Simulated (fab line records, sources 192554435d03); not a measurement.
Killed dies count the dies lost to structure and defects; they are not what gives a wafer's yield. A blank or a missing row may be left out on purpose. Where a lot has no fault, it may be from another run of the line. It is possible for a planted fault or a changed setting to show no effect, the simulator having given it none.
Lot-split experiment | flow n5Finfet | route with 1938 steps; 7 lots, 21 wafers read

## SPLIT DETAILS
At N5_BEOL_M0_ETCH_128 (etches SiCN in CF4/N2, target depth 12 nm, overetch 5.1 nm, time 21.4 s), the setting sourceW was moved away from the recipe's 430 W on 5 of the 21 wafers read, by -16.2% to +14.2%. The other wafers ran this setting at the recipe's value.

The split's own step is where the reading is taken.

## THE READING
rfVppV, in V, at N5_BEOL_M0_ETCH_128 (etches SiCN in CF4/N2, target depth 12 nm, overetch 5.1 nm, time 21.4 s). A value of 382.2 V with a standard deviation of 2.2 V is what fault-free wafers of this fab line usually give.

wafer  | tool, chamber at the split | sourceW as run, W | against the recipe | rfVppV, V | against lot-mates on the recipe
L075.1 | rieDiel-05, 1              | 486.6             | +13.2%             | 366.5     | -19.4
L075.3 | rieDiel-05, 0              | 486.6             | +13.2%             | 369.9     | -16.0
L075.4 | rieDiel-05, 2              | 430               | recipe             | 385.9     | -
L079.1 | rieDiel-05, 2              | 430               | recipe             | 386.4     | -
L079.3 | rieDiel-05, 1              | 430               | recipe             | 381.4     | -
L079.5 | rieDiel-05, 2              | 430               | recipe             | 386.7     | -
L081.2 | rieDiel-05, 1              | 365.4             | -15.0%             | 403.6     | +21.2
L081.4 | rieDiel-05, 2              | 430               | recipe             | 385.0     | -
L081.6 | rieDiel-05, 1              | 430               | recipe             | 379.8     | -
L083.1 | rieDiel-06, 2              | 430               | recipe             | 380.9     | -
L083.4 | rieDiel-06, 2              | 430               | recipe             | 383.3     | -
L083.5 | rieDiel-06, 0              | 430               | recipe             | 380.4     | -
L085.1 | rieDiel-04, 1              | 430               | recipe             | 380.8     | -
L085.2 | rieDiel-04, 3              | 430               | recipe             | 383.0     | -
L085.6 | rieDiel-04, 2              | 430               | recipe             | 380.6     | -
L087.1 | rieDiel-04, 0              | 430               | recipe             | 383.8     | -
L087.2 | rieDiel-04, 1              | 430               | recipe             | 379.9     | -
L087.3 | rieDiel-04, 2              | 360.4             | -16.2%             | 403.7     | +21.8
L097.1 | rieDiel-06, 1              | 430               | recipe             | 381.9     | -
L097.3 | rieDiel-06, 0              | 491.1             | +14.2%             | 362.1     | -18.4
L097.5 | rieDiel-06, 0              | 430               | recipe             | 379.1     | -

THE FIT
A straight line over all 21 wafers: rfVppV changes by -1.28 V for each +1% of sourceW; r = -0.97; the points scatter about the line by 2.5 V.
The same after taking each lot's own level away (the mean of its wafers on the recipe; 21 wafers): -1.35 V for each +1%; r = -0.98; scatter 1.8 V.
According to that fit, moving sourceW by its largest amount changes the reading by 22 V.
Measured against the standard deviation above, the lots' own levels, which go from 380.50 to 385.90 V, span 2.5 times it.
The two slopes agree, so the slope changes little with the lot-to-lot level.
Check: +22 V against its lot-mates is what the line predicts for one of the wafers moved furthest among these (-16.2%) when that wafer is left out of the fit. It came out at +21.8 V against them.
Tool readings at the split's step, against how far the setting was moved: rfVppV r = -0.97.

## ADDITIONAL SPLITS CARRIED BY THESE WAFERS
Other splits were also applied to these wafers ahead of the reading. Each is held against what the fit with the lots' levels taken away leaves over:
other split on the same wafers            | wafers away from the commonest value | r with rfVppV (lot level and that fit taken away)
N5_MOL_CONTACT_COAG_ALD_27 timeS          | 13                                   | -0.07
N5_MOL_CONTACT_COAG_COAT_76 spinRpm       | 5                                    | -0.11
N5_MOL_CONTACT_COAG_ETCH_67 sourceW       | 7                                    | +0.06
N5_BEOL_M0_SAQP_SPACER2_ALD_26 targetThkA | 7                                    | +0.01
N5_BEOL_M0_SAQP_COAT_69 spinRpm           | 8                                    | -0.11

## THE FILE'S OWN FIT
rfVppV changes by -1.35 V for each +1% of sourceW, r = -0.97.
